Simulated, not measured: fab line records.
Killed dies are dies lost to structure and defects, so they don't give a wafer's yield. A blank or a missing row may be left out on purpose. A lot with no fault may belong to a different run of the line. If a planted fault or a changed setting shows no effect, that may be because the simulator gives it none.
Split-lot experiment ; flow n5_finfet ; 39 wafers read across 7 lots, on a route 1938 steps long

== THE SPLIT ITSELF ==
At N5_BEOL_M6_SPUTTER_48 (material Cu, target thk 10 nm, time 1.667 s), the setting time_s was moved away from the recipe's 1.667 s on 9 of the 39 wafers read, by -57.6% to -41.7%. All remaining wafers had this setting at the recipe value.

== FROM THE SPLIT TO THE READING: what the file shows between them, 3 steps ==
- N5_BEOL_M6_ECD_50: material Cu, target thk 300 nm
- N5_BEOL_M6_ANNEAL_51: time 90 s
- N5_BEOL_M6_DEP_56: deposits SiCN from 3MS/NH3, target thk 10 nm, time 17.5 s

== THE READING ==
raw_defect_count, at N5_BEOL_M6_INSPECT_58 (inspects for defects (darkfield)). Fault-free wafers of this fab line usually give 71, standard deviation 25.

wafer;tool, chamber at the split;time_s as run, s;against the recipe;raw_defect_count;against lot-mates on the recipe
L075.1;pvd_sputter-03, -;1.667;recipe;74;-
L075.2;pvd_sputter-03, -;1.667;recipe;47;-
L075.3;pvd_sputter-03, -;1.667;recipe;76;-
L075.4;pvd_sputter-03, -;1.667;recipe;71;-
L075.5;pvd_sputter-03, -;1.667;recipe;69;-
L075.6;pvd_sputter-03, -;1.667;recipe;99;-
L078.1;pvd_sputter-02, -;0.9537;-42.8%;162;+76
L078.2;pvd_sputter-02, -;0.9537;-42.8%;137;+51
L078.3;pvd_sputter-02, -;1.667;recipe;68;-
L078.4;pvd_sputter-02, -;1.667;recipe;110;-
L078.5;pvd_sputter-02, -;1.667;recipe;79;-
L078.6;pvd_sputter-02, -;0.9537;-42.8%;146;+60
L079.1;pvd_sputter-01, -;0.9719;-41.7%;120;+56
L079.2;pvd_sputter-01, -;1.667;recipe;61;-
L079.3;pvd_sputter-01, -;1.667;recipe;73;-
L079.4;pvd_sputter-01, -;0.9719;-41.7%;122;+58
L079.5;pvd_sputter-01, -;1.667;recipe;58;-
L079.6;pvd_sputter-01, -;0.9719;-41.7%;134;+70
L080.3;pvd_sputter-03, -;1.667;recipe;44;-
L080.4;pvd_sputter-03, -;1.667;recipe;28;-
L080.5;pvd_sputter-03, -;1.667;recipe;39;-
L083.1;pvd_sputter-03, -;1.667;recipe;74;-
L083.2;pvd_sputter-03, -;1.667;recipe;62;-
L083.3;pvd_sputter-03, -;1.667;recipe;106;-
L083.4;pvd_sputter-03, -;1.667;recipe;72;-
L083.5;pvd_sputter-03, -;1.667;recipe;65;-
L083.6;pvd_sputter-03, -;1.667;recipe;60;-
L089.1;pvd_sputter-01, -;0.7067;-57.6%;262;+184
L089.2;pvd_sputter-01, -;0.7067;-57.6%;323;+245
L089.3;pvd_sputter-01, -;0.7067;-57.6%;304;+226
L089.4;pvd_sputter-01, -;1.667;recipe;58;-
L089.5;pvd_sputter-01, -;1.667;recipe;111;-
L089.6;pvd_sputter-01, -;1.667;recipe;64;-
L094.1;pvd_sputter-02, -;1.667;recipe;57;-
L094.2;pvd_sputter-02, -;1.667;recipe;76;-
L094.3;pvd_sputter-02, -;1.667;recipe;47;-
L094.4;pvd_sputter-02, -;1.667;recipe;53;-
L094.5;pvd_sputter-02, -;1.667;recipe;89;-
L094.6;pvd_sputter-02, -;1.667;recipe;57;-

THE FIT
A straight line over all 39 wafers: raw_defect_count changes by -2.8 for each +1% of time_s; r = -0.86; the points scatter about the line by 34.
The same after taking each lot's own level away (the mean of its wafers on the recipe; 39 wafers): -2.64 for each +1%; r = -0.87; scatter 32.
The reading moves by 1.5e+02 for the largest change in time_s, on that fit.
Across the lots, their own levels run from 37.0 to 85.7, a range of 1.9 times the standard deviation given above.
Consequently the slope shifts little with the lot-to-lot level, the two slopes agreeing.
Check: with one of the wafers moved furthest among these (-57.6%) left out of the fit, the line predicts +143 for it against its lot-mates. It came out at +184 against them.

== FURTHER SPLITS ON THESE WAFERS ==
These wafers also went through other splits before the reading. Each is held against what the fit with the lots' levels taken away leaves over:
other split on the same wafers;wafers away from the commonest value;r with raw_defect_count (lot level and that fit taken away)
N5_FIN_SAQP_DESCUM_21 time_s;15;+0.08
N5_DUMMY_GATE_DESCUM_20 time_s;12;+0.14
N5_GATE_CUT_ALD_22 ald_cycles;12;-0.02
N5_MOL_CONTACT_COAG_ALD_133 ald_cycles;9;+0.21
N5_BEOL_M4_ETCH_64 target_depth_a;12;+0.01

== FILE'S OWN FIT ==
raw_defect_count changes by -2.59 for each +1% of time_s, r = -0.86.
